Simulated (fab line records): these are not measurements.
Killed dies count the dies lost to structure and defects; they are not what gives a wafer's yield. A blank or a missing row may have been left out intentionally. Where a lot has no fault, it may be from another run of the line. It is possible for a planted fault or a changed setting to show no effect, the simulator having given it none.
Struck lot and sound lot, side by side :: flow n5_finfet :: 36 out of 1938 route steps
Sound: these wafers, L831.1, L831.3, L831.5. Struck: wafers L828.4, L828.5 (left out: L828.2, a lot-mate that was not struck); the cause follows at the end.
For every step that has rows: the tool of each side, followed by ch and its chambers, followed by its first start. Under that, the readings that differ: sound wafers :: struck wafers :: difference of the means :: sigmas: that difference in standard deviations of wafers without a fault.
alike: readings whose means differ by less than 2 such deviations, and words and numbers that are the same on both sides. not compared: withheld readings, readings that some wafer has no value for, bounds like >300 that may hide the same value, and numbers for which the record gives no deviation and whose values overlap.
The two part at a step that has a row with sigmas, a row that says differs or no value, or rows on one side only. When numbers do not overlap yet have no deviation, they are printed without sigmas and do not part them. A reading that every wafer of one side lacks parts them only if that side has two wafers or more.

first, 8 steps without rows for these wafers: N5_BEOL_M5_ANNEAL_51 (time 90 s); N5_BEOL_M5_CMP_52 (polishes, stops on SiCOH lowk, t overpolish 6.9 s, target thk 62 nm); N5_BEOL_M5_PRE_CLEAN_77 (time 15 s); N5_BEOL_M5_CO_CAP_78 (material Co, precursor CCTBA/H2, target thk 2 nm, time 102.1 s); N5_BEOL_M5_PRE_CLEAN_55 (time 15 s); N5_BEOL_M5_DEP_56 (deposits SiCN from 3MS/NH3, target thk 8 nm, time 14 s); N5_BEOL_M6_ILD_DEP_00 (deposits SiCOH lowk from DEMS/porogen, target thk 179.75 nm, time 33.4 s); N5_BEOL_M6_CURE_74 (cures SiCOH lowk, time 240 s).
N5_BEOL_M6_PECVD_70: deposits SiO2 from TEOS/O2, target thk 20 nm, time 22.7 s.
  sound on pecvd-02 ch 0,1, day 15 04:04; struck on pecvd-01 ch 0,1, day 13 23:55
reading: susceptor_temp_C (C)
sound: 400.04 400.07 399.92
struck: - -
difference: no value on the struck wafers
sigmas: 

reading: model.SiO2_of_BEOL_M6_PECVD_70.thk_nm (nm)
sound: 19.6 20 19.8
struck: 15.2 15
difference: -4.7
sigmas: 
  alike: chamber_pressure_Torr, heater_power_w, showerhead_plenum_p_Torr, throttle_valve_pct
then, 25 steps without rows for these wafers: N5_BEOL_M6_HM_DEP_02 (deposits TiN, target thk 20 nm); N5_BEOL_M6_COAT_59 (time 60 s, resist thk 100 nm); N5_BEOL_M6_COAT_60 (time 60 s, resist thk 35 nm); N5_BEOL_M6_COAT_05 (resist thk 90 nm); N5_BEOL_M6_EBR_07; N5_BEOL_M6_SOFTBAKE_06 (time 60 s); N5_BEOL_M6_EXPOSE_08 (exposes mask M6); N5_BEOL_M6_PEB_09 (peb time 60 s); N5_BEOL_M6_DEVELOP_10 (develop time 30 s); N5_BEOL_M6_DESCUM_16 (chemistry O2, time 7.9 s); N5_BEOL_M6_ETCH_61 (etches SiARC in CF4, target depth 45.5 nm, time 75.8 s); N5_BEOL_M6_ETCH_62 (etches SOC in N2/H2, target depth 110 nm, overetch 22 nm, time 165 s); N5_BEOL_M6_STRIP_68 (strips in N2/H2); N5_BEOL_M6_STRIP_67 (strips in CF4); N5_BEOL_M6_HM_OPEN_17 (chemistry Cl2/BCl3, target TiN, target depth 20 nm, overetch 6 nm); N5_BEOL_M6_STRIP_19 (strips in O2); N5_BEOL_M6_COAT_63 (time 60 s, resist thk 60 nm); N5_BEOL_M6_COAT_64 (time 60 s, resist thk 12 nm); N5_BEOL_M6_COAT_71 (time 60 s, resist thk 5 nm); N5_BEOL_M6_COAT_22 (resist thk 30 nm); N5_BEOL_M6_EBR_24; N5_BEOL_M6_SOFTBAKE_23 (time 60 s); N5_BEOL_M6_EXPOSE_25 (exposes mask V5, target cd 40 nm); N5_BEOL_M6_PEB_26 (peb time 60 s); N5_BEOL_M6_DEVELOP_27 (develop time 30 s).
N5_BEOL_M6_HM_STRIP_39: strips TiN in peroxide tin strip, target depth 25 nm, time 158 s.
  sound on wet_bench-05 ch 4,5,6, day 15 06:21; struck on wet_bench-03 ch 1,4, day 14 04:48
reading: model.SiO2_of_BEOL_M6_PECVD_70.thk_nm (nm)
sound: 19.4 19.8 19.8
struck: 15.2 14.8
difference: -4.7
sigmas: 
N5_BEOL_M6_CMP_52: polishes, stops on SiCOH lowk, t overpolish 6.9 s, target thk 80 nm.
  sound on cmp-02 ch 2,3, day 15 09:22; struck on cmp-04 ch 1,2, day 14 07:01
reading: barrier_field_endpoint_s (s)
sound: 28.7 28.0 27.9
struck: 23.4 23.0
difference: -5.0
sigmas: -6

reading: motor_current_A (A)
sound: 6.1 6.4 6.8
struck: 5.8 5.3
difference: -0.9
sigmas: -2
  alike: clearing_platen_rpm

WHERE THEY PART
Last at N5_BEOL_M6_CMP_52 as far as this record goes, first at N5_BEOL_M6_PECVD_70.

WHY: what had been put in by the simulator
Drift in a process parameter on pecvd-01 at N5_BEOL_M6_PECVD_70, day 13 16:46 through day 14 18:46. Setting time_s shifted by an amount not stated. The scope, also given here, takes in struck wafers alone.
